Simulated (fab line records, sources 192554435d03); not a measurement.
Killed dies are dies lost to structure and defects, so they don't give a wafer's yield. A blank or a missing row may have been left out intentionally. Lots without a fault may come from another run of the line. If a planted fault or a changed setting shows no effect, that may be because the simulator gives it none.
Lot-split experiment | flow n5-finfet | 21 wafers read from 7 lots, route of 1938 steps

## THE SPLIT ITSELF
At N5_BEOL_M4_DESCUM_16 (chemistry O2, time 7 s), the setting time-s was moved away from the recipe's 7 s on 5 of the 21 wafers read, by -15.0% to +22.1%. For the rest of the wafers, this setting stayed at what the recipe calls for.

## FROM SPLIT TO READING: 1 step shown by the file between the two
- N5_BEOL_M4_ETCH_74: etches underlayer in N2/H2, target depth 6.5 nm, time 5.2 s

## THE READING
CAR-EUV_of_BEOL_M4_COAT_05.thk-nm (the simulator's own value, which no gauge read), in nm, at N5_BEOL_M4_ETCH_63 (etches SiARC in CF4, target depth 15.6 nm, time 26 s). The file does not state a usual value for it. Average 11.1 nm, standard deviation 0.16 nm, over the 16 wafers here run with the recipe.

wafer  | tool, chamber at the split | time-s as run, s | against the recipe | CAR-EUV_of_BEOL_M4_COAT_05.thk-nm, nm | against lot-mates on the recipe
L085.1 | rie-diel-05, 0,3           | 7                | recipe             | 11.2                                  | -
L085.2 | rie-diel-05, 1             | 7                | recipe             | 11.2                                  | -
L085.3 | rie-diel-05, 0,3           | 7                | recipe             | 11.2                                  | -
L084.3 | rie-diel-05, 0,3           | 6.354            | -9.2%              | 11.4                                  | +0.2
L084.4 | rie-diel-05, 0,3           | 6.354            | -9.2%              | 11.4                                  | +0.2
L084.5 | rie-diel-05, 2             | 7                | recipe             | 11.2                                  | -
L086.3 | rie-diel-05, 2,3           | 7                | recipe             | 11.2                                  | -
L086.5 | rie-diel-05, 3             | 7                | recipe             | 11.2                                  | -
L086.4 | rie-diel-05, 2,3           | 7                | recipe             | 11                                    | -
L089.1 | rie-diel-05, 0             | 7                | recipe             | 10.8                                  | -
L089.6 | rie-diel-05, 0             | 7                | recipe             | 10.8                                  | -
L089.5 | rie-diel-05, 1             | 7                | recipe             | 11                                    | -
L090.2 | rie-diel-06, 3,0           | 8.544            | +22.1%             | 10.4                                  | -1.0
L090.4 | rie-diel-06, 3,0           | 8.544            | +22.1%             | 10.6                                  | -0.8
L090.5 | rie-diel-06, 0             | 7                | recipe             | 11.4                                  | -
L096.1 | rie-diel-05, 2             | 5.948            | -15.0%             | 11.8                                  | +0.8
L096.2 | rie-diel-05, 3,1           | 7                | recipe             | 11                                    | -
L096.6 | rie-diel-05, 3,1           | 7                | recipe             | 11                                    | -
L097.2 | rie-diel-06, 1,3,1         | 7                | recipe             | 11                                    | -
L097.4 | rie-diel-06, 1,3,1         | 7                | recipe             | 11                                    | -
L097.5 | rie-diel-06, 1,3,1         | 7                | recipe             | 11                                    | -
Rows listing several chambers each stand for several wafers; the file does not say which wafer went through which chamber.

FIT RESULTS
A straight line over all 21 wafers: CAR-EUV_of_BEOL_M4_COAT_05.thk-nm changes by -0.0311 nm for each +1% of time-s; r = -0.85; the points scatter about the line by 0.16 nm.
The same after taking each lot's own level away (the mean of its wafers on the recipe; 21 wafers): -0.0404 nm for each +1%; r = -0.96; scatter 0.094 nm.
According to that fit, moving time-s by its largest amount changes the reading by 0.89 nm.
Measured against the standard deviation above, the lots' own levels, which go from 10.87 to 11.40 nm, span 3.4 times it.
In other words, the slope is changed by the lot-to-lot level; the two fits disagree.
Check: with one of the wafers moved furthest among these (+22.1%) left out of the fit, the line predicts -0.836 nm for it against its lot-mates. It came out at -1 nm against them.

## OTHER SPLITS APPLIED TO THESE WAFERS
Before the reading, these wafers also passed through other splits. Each is held against what the fit with the lots' levels taken away leaves over:
other split on the same wafers | wafers away from the commonest value | r with CAR-EUV_of_BEOL_M4_COAT_05.thk-nm (lot level and that fit taken away)
N5_BEOL_M3_COAT_22 spin-rpm    | 9                                    | -0.17

## THE WHOLE CHAIN: every reading that the file lists as answering this split, in the file's order
step                 | what it does                                                | reading                                                                            | change (the file's fit)                | r (the file's)
N5_BEOL_M4_DESCUM_16 | chemistry O2, time 7 s                                      | CAR-EUV_of_BEOL_M4_COAT_05.thk-nm (the simulator's own value, which no gauge read) | -0.0357 nm for each +1% of the setting | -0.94
N5_BEOL_M4_ETCH_74   | etches underlayer in N2/H2, target depth 6.5 nm, time 5.2 s | CAR-EUV_of_BEOL_M4_COAT_05.thk-nm (the simulator's own value, which no gauge read) | -0.0434 nm for each +1% of the setting | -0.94
N5_BEOL_M4_ETCH_63   | etches SiARC in CF4, target depth 15.6 nm, time 26 s        | CAR-EUV_of_BEOL_M4_COAT_05.thk-nm (the simulator's own value, which no gauge read) | -0.0423 nm for each +1% of the setting | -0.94

## FILE'S OWN FIT
CAR-EUV_of_BEOL_M4_COAT_05.thk-nm changes by -0.0423 nm for each +1% of time-s, r = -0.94.
